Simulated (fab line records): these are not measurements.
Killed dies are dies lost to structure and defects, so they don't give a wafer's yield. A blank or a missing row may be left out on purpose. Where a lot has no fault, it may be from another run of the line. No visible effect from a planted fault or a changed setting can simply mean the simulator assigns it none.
Split-lot trial + flow n5 finfet + 21 wafers read across 7 lots, on a route 1938 steps long

ON THE SPLIT
At N5_BEOL_M1_ETCH_74 (etches underlayer in N2/H2, target depth 6.5 nm, time 5.2 s), the setting bias w was moved away from the recipe's 150 W on 3 of the 21 wafers read, by -13.0% to +13.8%. For the rest of the wafers, this setting stayed at what the recipe calls for.

The reading comes from the split's own step.

THE READING
rf vpp V, in V, at N5_BEOL_M1_ETCH_74 (etches underlayer in N2/H2, target depth 6.5 nm, time 5.2 s). A value of 523.9 V with a standard deviation of 2.5 V is what fault-free wafers of this fab line usually give.

| wafer  | tool, chamber at the split | bias w as run, W | against the recipe | rf vpp V, V | against lot-mates on the recipe |
|--------|----------------------------|------------------|--------------------|-------------|---------------------------------|
| L078.1 | rie diel-05, 1             | 150              | recipe             | 523.0       | -                               |
| L078.2 | rie diel-05, 2             | 150              | recipe             | 523.2       | -                               |
| L078.6 | rie diel-05, 3             | 150              | recipe             | 525.9       | -                               |
| L079.4 | rie diel-06, 3             | 168.6            | +12.4%             | 562.9       | +41.3                           |
| L079.5 | rie diel-06, 0             | 150              | recipe             | 521.5       | -                               |
| L079.6 | rie diel-06, 3             | 150              | recipe             | 521.7       | -                               |
| L082.2 | rie diel-06, 3             | 150              | recipe             | 521.6       | -                               |
| L082.4 | rie diel-06, 1             | 150              | recipe             | 520.8       | -                               |
| L082.6 | rie diel-06, 2             | 150              | recipe             | 525.3       | -                               |
| L088.2 | rie diel-02, 2             | 150              | recipe             | 524.0       | -                               |
| L088.5 | rie diel-02, 1             | 150              | recipe             | 527.3       | -                               |
| L088.6 | rie diel-02, 2             | 130.5            | -13.0%             | 479.0       | -46.6                           |
| L090.2 | rie diel-02, 3             | 150              | recipe             | 519.0       | -                               |
| L090.3 | rie diel-02, 2             | 150              | recipe             | 522.7       | -                               |
| L090.6 | rie diel-02, 0             | 150              | recipe             | 522.4       | -                               |
| L092.1 | rie diel-05, 1             | 150              | recipe             | 523.8       | -                               |
| L092.5 | rie diel-05, 1             | 150              | recipe             | 524.0       | -                               |
| L092.6 | rie diel-05, 2             | 150              | recipe             | 522.4       | -                               |
| L094.3 | rie diel-02, 1             | 150              | recipe             | 531.3       | -                               |
| L094.5 | rie diel-02, 2             | 150              | recipe             | 524.3       | -                               |
| L094.6 | rie diel-02, 1             | 170.7            | +13.8%             | 573.4       | +45.6                           |

THE FIT
A straight line over all 21 wafers: rf vpp V changes by +3.42 V for each +1% of bias w; r = +0.99; the points scatter about the line by 2.7 V.
The same after taking each lot's own level away (the mean of its wafers on the recipe; 21 wafers): +3.41 V for each +1%; r = +0.99; scatter 1.8 V.
On that fit, the largest move of bias w shifts the reading by 47 V.
The lots' own levels span 521.37 to 527.80 V, that is 2.6 times the standard deviation above.
Hence the lot-to-lot level has little effect on the slope; both slopes agree.
Check: for one of the wafers moved furthest among these (+13.8%), held out of the fit, the line's prediction against its lot-mates is +47.7 V. Against them it came out at +45.6 V.
Tool readings at the split's step, against how far the setting was moved: etch rf on time s r = -0.87; rf vpp V r = +0.99.

OTHER SPLITS APPLIED TO THESE WAFERS
Note: prior to the reading, these wafers also went through further splits. Each is held against what the fit with the lots' levels taken away leaves over:
| other split on the same wafers         | wafers away from the commonest value | r with rf vpp V (lot level and that fit taken away) |
|----------------------------------------|--------------------------------------|-----------------------------------------------------|
| N5_MOL_CONTACT_COAG_ALD_133 ald cycles | 5                                    | -0.12                                               |
| N5_BEOL_M0_SAQP_EXPOSE_37 dose mj      | 6                                    | -0.08                                               |
| N5_BEOL_M1_ILD_DEP_00 time s           | 6                                    | +0.04                                               |
| N5_BEOL_M1_EXPOSE_08 dose mj           | 6                                    | -0.03                                               |

THE WHOLE CHAIN: every reading that the file lists as answering this split, in the file's order
| step               | what it does                                                | reading           | change (the file's fit)              | r (the file's) |
|--------------------|-------------------------------------------------------------|-------------------|--------------------------------------|----------------|
| N5_BEOL_M1_ETCH_74 | etches underlayer in N2/H2, target depth 6.5 nm, time 5.2 s | etch rf on time s | withheld for each +1% of the setting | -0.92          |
| N5_BEOL_M1_ETCH_74 | etches underlayer in N2/H2, target depth 6.5 nm, time 5.2 s | rf vpp V          | +3.41 V for each +1% of the setting  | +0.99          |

THE FILE'S OWN FIT
rf vpp V changes by +3.41 V for each +1% of bias w, r = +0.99.
